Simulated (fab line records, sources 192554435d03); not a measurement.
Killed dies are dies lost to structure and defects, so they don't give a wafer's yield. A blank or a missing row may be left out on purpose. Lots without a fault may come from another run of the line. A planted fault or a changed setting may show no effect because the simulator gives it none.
Problem report in the 8D (eight disciplines) form, filled by code | flow n5_finfet | the parts of the form that need people (team, actions taken, sign-off) are left out

1. THE PROBLEM
killed_at_front_end at N5_PASSIVATION_PROBE_49 reads a mean of 444 on 1 wafer of 1 lot; wafers without a fault read 39 with a standard deviation of 13. That is +31 standard deviations from the usual mean.
First seen on wafer L272.4, day 14 20:19, on prober-02. The record holds 3 wafers of 1 lot with a number at this step. Rule for "out", or "out of limits": more than 4 standard deviations from the usual mean. The other wafers with a number count as sound.

2. WHAT IT IS AND WHAT IT IS NOT
question                    | is                                                                                                                                         | is not
which readings at this step | killed_at_front_end, defect_limited_yield, killed_dies, killed_on_rim, sort_bin_5_function, sort_bin_6_memory, sort_n_pass, sort_yield_pct | killed_at_M0_to_M3, killed_at_M4_up, killed_at_contacts, killed_at_other, killed_open, killed_short, sort_bin_8_speed
which lots                  | L272                                                                                                                                       | -
which wafers of those lots  | L272.4                                                                                                                                     | L272.1, L272.6
read on which tools         | prober-02                                                                                                                                  | -
when                        | from day 14 20:19                                                                                                                          | up to then (1 sound wafer); but 1 sound wafer of L272 came after

3. SUSPECTS, AND WHAT RULES EACH OUT
Counting: a tool at a process step up to the reading stays a suspect if it ran every lot that is out. Sound lots after the first of them don't rule it out here, since some wafers of a struck lot are sound.
- cmp-04 at N5_ILD0_CMP_07 (polishes SiO2 flowable, stops on poly-Si, t overpolish 1.18 s, target thk 138.88 nm): kept. It ran the lot that is out, L272 (day 6 09:25).
- pvd_sputter-03 at N5_PASSIVATION_AL_DEP_21 (deposits Al, target thk 2800 nm, time 170 s): kept. It ran the lot that is out, L272 (day 14 13:52).
- rie_metal-03 at N5_PASSIVATION_ETCH_59 (etches TaN in Cl2/BCl3, target depth 65 nm, time 34.9 s): kept. It ran the lot that is out, L272 (day 14 15:01).
- prober-02 at N5_PASSIVATION_PROBE_49: kept. It ran the lot that is out, L272 (day 14 20:10). Its own readings are out on those wafers: defect_limited_yield, killed_at_front_end, killed_dies, killed_on_rim, sort_bin_5_function, sort_bin_6_memory, sort_n_pass, sort_yield_pct.
- Within cmp-04 at N5_ILD0_CMP_07: the wafers that are out ran in chamber 0; their sound lot-mates ran in chambers 1, 3.
Left after counting: cmp-04 at N5_ILD0_CMP_07, pvd_sputter-03 at N5_PASSIVATION_AL_DEP_21, rie_metal-03 at N5_PASSIVATION_ETCH_59, prober-02 at N5_PASSIVATION_PROBE_49.

4. THE CAUSE (what the simulator had put in)
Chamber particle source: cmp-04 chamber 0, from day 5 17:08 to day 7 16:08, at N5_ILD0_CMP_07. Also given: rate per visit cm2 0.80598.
Counting left 4 suspects, and this tool is among them.

5. THE CHAIN OF EFFECTS, in route order
Each row: a reading whose mean over the struck wafers that have a number lies more than 3 standard deviations from the usual. Only readings for which the record gives a usual standard deviation are gone through. hours: the time from each lot's start at the first step in this table that gives one to its start at this step, as a median over the lots. sigmas: the change in usual standard deviations.
hours | step                    | reading              | usual  | on struck wafers | change | sigmas
0     | N5_PASSIVATION_PROBE_49 | defect_limited_yield | 91.4 % | 57.7             | -33.7  | -24
0     | N5_PASSIVATION_PROBE_49 | killed_at_front_end  | 39     | 444              | +405   | +31
0     | N5_PASSIVATION_PROBE_49 | killed_dies          | 101    | 499              | +398   | +23
0     | N5_PASSIVATION_PROBE_49 | killed_on_rim        | 14     | 70               | +56    | +12
0     | N5_PASSIVATION_PROBE_49 | sort_bin_5_function  | 5.0 %  | 24.9             | +19.9  | +21
0     | N5_PASSIVATION_PROBE_49 | sort_bin_6_memory    | 3.2 %  | 15.3             | +12.1  | +19
0     | N5_PASSIVATION_PROBE_49 | sort_n_pass          | 1078   | 681              | -397   | -23
0     | N5_PASSIVATION_PROBE_49 | sort_yield_pct       | 91.4 % | 57.7             | -33.7  | -24
The process steps in it:
- N5_PASSIVATION_PROBE_49

6. WHAT WOULD HAVE CAUGHT IT SOONER
In this record the first reading out of limits was taken at day 14 20:19, 219 hours after the fault began at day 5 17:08.
Of the tool readings at N5_ILD0_CMP_07 for which the record gives a usual standard deviation, none was out on any struck wafer, so an alarm limit of 4 standard deviations on them would not have fired.
All the lots that are out (1) had begun N5_ILD0_CMP_07 on cmp-04 by day 14 20:19. A hold on the tool at that time would have spared none of them.
